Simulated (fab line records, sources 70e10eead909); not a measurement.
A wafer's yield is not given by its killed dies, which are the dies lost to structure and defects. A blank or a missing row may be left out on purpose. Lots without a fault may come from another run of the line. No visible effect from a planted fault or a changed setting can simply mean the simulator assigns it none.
The tool behind it: which one? -- flow nand harc -- 12 lots, 36 wafers sampled, at 5 steps of a route of 1159

WHAT EACH GAUGE READ, for each wafer
NHARC_A_M1_INSPECT_27. Usual: raw defect count at 452, with a standard deviation of 110.
lot,measured,on,raw defect count,flag
L159,day 18 21:39,defect inspect-01,529 423 388,
L163,day 20 06:35,defect inspect-01,560 463 491,
L165,day 20 07:22,defect inspect-01,360 359 466,
L162,day 20 10:27,defect inspect-02,449 556 416,
L167,day 20 11:25,defect inspect-02,510 443 461,
L169,day 20 20:40,defect inspect-01,770 858 635,
L168,day 20 21:20,defect inspect-01,440 468 342,
L170,day 20 23:52,defect inspect-02,749 791 569,
L176,day 22 07:55,defect inspect-01,454 455 325,
L171,day 22 08:36,defect inspect-01,349 299 309,
L177,day 22 21:42,defect inspect-01,359 346 331,
L178,day 23 02:49,defect inspect-01,420 598 510,

NHARC_END_SORT_01. Usual: defect limited yield 95.2 %, standard deviation 1.3; killed at array 29, standard deviation 9.4; killed at other 0.7, standard deviation 1.3; killed at periphery 2.9, standard deviation 2.1; killed dies 32, standard deviation 9; killed open 3.3, standard deviation 1.8; killed short 1.9, standard deviation 1.4; sort_bin_2_pct 1.4 %, standard deviation 0.53; sort_bin_3_pct 0.28 %, standard deviation 0.21; sort_bin_4_pct 3.1 %, standard deviation 0.91; sort n pass 645, standard deviation 9; sort rim yield pct 97.4 %, standard deviation 1.7; sort yield pct 95.2 %, standard deviation 1.3.
lot,measured,on,defect limited yield (%),killed at array,killed at other,killed at periphery,killed dies,killed open,killed short,sort_bin_2_pct (%),sort_bin_3_pct (%),sort_bin_4_pct (%),sort n pass,sort rim yield pct (%),sort yield pct (%),flag
L177,day 24 19:19,prober-02,0 0 0,676 672 674,0 0 0,1 5 3,677 677 677,5 6 6,2 1 1,97.6 96.6 95.7,0.15 0.15 0.59,2.2 3.2 3.7,0 0 0,0 0 0,0 0 0,OFF
L178,day 24 20:14,prober-01,0 0 0,675 672 675,0 0 0,2 5 2,677 677 677,2 7 3,1 1 3,94.8 95.4 95.0,0.59 0.15 0,4.6 4.4 5.0,0 0 0,0 0 0,0 0 0,OFF

TOOL THAT RAN EACH LOT (tool first, then ch and the chambers of the sampled wafers, then the start)
lot,NHARC_A_BONDPAD_ETCH_24,NHARC_A_BONDPAD_PVD_27,NHARC_A_BONDPAD_CMP_19
L159,"rie diel-03 ch 0,2, day 19 00:32","pvd sputter-03, day 19 02:15 or earlier","cmp-04 ch 0,2, day 19 02:15"
L163,"rie diel-03 ch 0,1, day 20 09:37","pvd sputter-02, day 20 11:35 or earlier","cmp-01 ch 0,1,2, day 20 11:35"
L165,"rie diel-03 ch 1,3, day 20 10:11","pvd sputter-01, day 20 12:08 or earlier","cmp-01 ch 0,3, day 20 12:08"
L162,"rie diel-12 ch 0,1,3, day 20 13:09","pvd sputter-03, day 20 14:41 or earlier","cmp-01 ch 0,2, day 20 14:41"
L167,"rie diel-12 ch 0,2,3, day 20 14:14","pvd sputter-03, day 20 15:45 or earlier","cmp-03 ch 1,2,3, day 20 15:45"
L169,"rie diel-03 ch 2,3, day 20 23:22","pvd sputter-02, day 21 00:53 or earlier","cmp-03 ch 0,1, day 21 00:53"
L168,"rie diel-03 ch 1,2,3, day 21 00:01","pvd sputter-03, day 21 01:31 or earlier","cmp-03 ch 0,1,2, day 21 01:31"
L170,"rie diel-03 ch 1,2, day 21 02:42","pvd sputter-01, day 21 04:14 or earlier","cmp-04 ch 0,1, day 21 04:14"
L176,"rie diel-03 ch 0,1,3, day 22 10:28","pvd sputter-03, day 22 11:58 or earlier","cmp-04 ch 0,1,2, day 22 11:58"
L171,"rie diel-03 ch 0,1,3, day 22 11:20","pvd sputter-02, day 22 12:49 or earlier","cmp-03 ch 1,3, day 22 12:49"
L177,"rie diel-03 ch 0,1,2, day 23 00:38","pvd sputter-03, day 23 02:11 or earlier","cmp-01 ch 2,3, day 23 02:11"
L178,"rie diel-03 ch 0,1, day 23 05:22","pvd sputter-02, day 23 06:58 or earlier","cmp-04 ch 0,1, day 23 06:58"
- NHARC_A_BONDPAD_ETCH_24: etches the open film in CF4/N2, target depth 30 nm, time 72.99 s.
- NHARC_A_BONDPAD_PVD_27: deposits Cu, target thk 30 nm, time 20.49 s.
- NHARC_A_BONDPAD_CMP_19: polishes, t overpolish 30 s, cu recess touch 16 s, target thk 169.8 nm.

AS READ BY THE TOOLS THEMSELVES (means over the sampled wafers that have a number; for cases with no such wafer, the mark the record gives instead)
NHARC_A_BONDPAD_ETCH_24. Usual: for bias w, 99.98 W with a standard deviation of 0.29; for cf4 flow sccm, 50.01 sccm with a standard deviation of 0.14; for drypump motor current A, 5.58 A with a standard deviation of 0.29; for oes product au, 1.000 a.u. with a standard deviation of 0.0085; for rf vpp V, 314.9 V with a standard deviation of 1.9; for showerhead plenum p Torr, 2.67 Torr with a standard deviation of 0.11; for throttle valve pct, 19.794 % with a standard deviation of 0.01.
lot,tool,bias w (W),cf4 flow sccm (sccm),drypump motor current A (A),oes product au (a.u.),rf vpp V (V),showerhead plenum p Torr (Torr),throttle valve pct (%),flag
L159,rie diel-03,99.99,50.06,5.60,1.001,315.7,2.70,19.799,
L163,rie diel-03,99.90,50.02,5.36,0.990,313.2,2.55,19.803,
L165,rie diel-03,99.99,49.93,5.57,1.002,314.8,2.68,19.785,
L162,rie diel-12,99.91,50.05,5.60,1.003,315.6,2.68,19.814,
L167,rie diel-12,100.06,49.96,5.62,1.003,314.8,2.70,19.796,
L169,rie diel-03,99.86,50.14,5.69,1.007,316.3,2.77,19.802,
L168,rie diel-03,100.12,50.20,5.54,1.000,314.5,2.68,19.791,
L170,rie diel-03,100.03,49.92,5.36,0.993,312.5,2.59,19.797,
L176,rie diel-03,100.04,49.96,5.53,0.996,314.6,2.64,19.797,
L171,rie diel-03,100.22,49.99,5.51,0.998,315.5,2.64,19.793,
L177,rie diel-03,-,-,-,-,-,-,-,OFF
L178,rie diel-03,-,-,-,-,-,-,-,OFF

NHARC_A_BONDPAD_PVD_27. Usual: throttle valve pct at 29.9 %, with a standard deviation of 1.
lot,tool,throttle valve pct (%),flag
L159,pvd sputter-03,30.3,
L163,pvd sputter-02,29.7,
L165,pvd sputter-01,30.0,
L162,pvd sputter-03,28.9,
L167,pvd sputter-03,29.7,
L169,pvd sputter-02,29.9,
L168,pvd sputter-03,28.9,
L170,pvd sputter-01,29.9,
L176,pvd sputter-03,29.6,
L171,pvd sputter-02,29.9,
L177,pvd sputter-03,29.9,
L178,pvd sputter-02,30.0,

NHARC_A_BONDPAD_CMP_19. Usual: motor current A 12.0 A, standard deviation 0.86; overpolish run s 30.001 s, standard deviation 0.0095; pad life wafers 292, standard deviation 130.
lot,tool,motor current A (A),overpolish run s (s),pad life wafers,flag
L159,cmp-04,12.1,29.998,176,
L163,cmp-01,12.5,30.005,410,
L165,cmp-01,11.8,29.994,414,
L162,cmp-01,12.4,30.004,446,
L167,cmp-03,11.8,29.996,91,
L169,cmp-03,11.2,30.000,144,
L168,cmp-03,11.4,30.003,152,
L170,cmp-04,11.9,30.004,535,
L176,cmp-04,12.0,29.999,97,
L171,cmp-03,11.3,29.994,331,
L177,cmp-01,12.2,30.001,296,
L178,cmp-04,11.5,29.999,230,

THE ANSWER, worked out from the rows above alone
Rule: a lot is off if the mean of its wafers that have a number lies more than 3 standard deviations from the usual mean. Also off: a lot with no number at a reading for which 4 or more lots have one. Any other lot the step has rows for is counted as sound. The gauges are gone through in route order, then the tools' own readings, and for those a lot's mean is taken as printed above. At the first step where some lot is off, the reading lying furthest off is the one used; lots without a number count as furthest.
Off at NHARC_END_SORT_01 (sort_bin_2_pct): L177, L178. Neither off nor sound, because the step has no rows for them: L159, L163, L165, L162, L167, L169, L168, L170, L176, L171.
If a tool, at a process step before that reading, ran all the lots that are off and no sound lot after the first of them, it fits. The gauges at NHARC_END_SORT_01 aren't tried: what is off there is off at NHARC_A_BONDPAD_ETCH_24 too, on other tools, and a gauge's error can't cause that. NHARC_A_BONDPAD_PVD_27: start missing for some lots; hours and lot order therefore follow NHARC_A_BONDPAD_CMP_19. One fits: rie diel-03 at NHARC_A_BONDPAD_ETCH_24. It ran no sound lot before its first lot that is off in this sample, so the start can't be narrowed down.

WHAT THE SIMULATOR HAD INSERTED
Beginning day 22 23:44, the whole step at NHARC_A_BONDPAD_ETCH_24 was skipped on rie diel-03. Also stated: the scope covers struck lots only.
Lots struck among those shown: L177, L178. The rule given above showed the same thing.
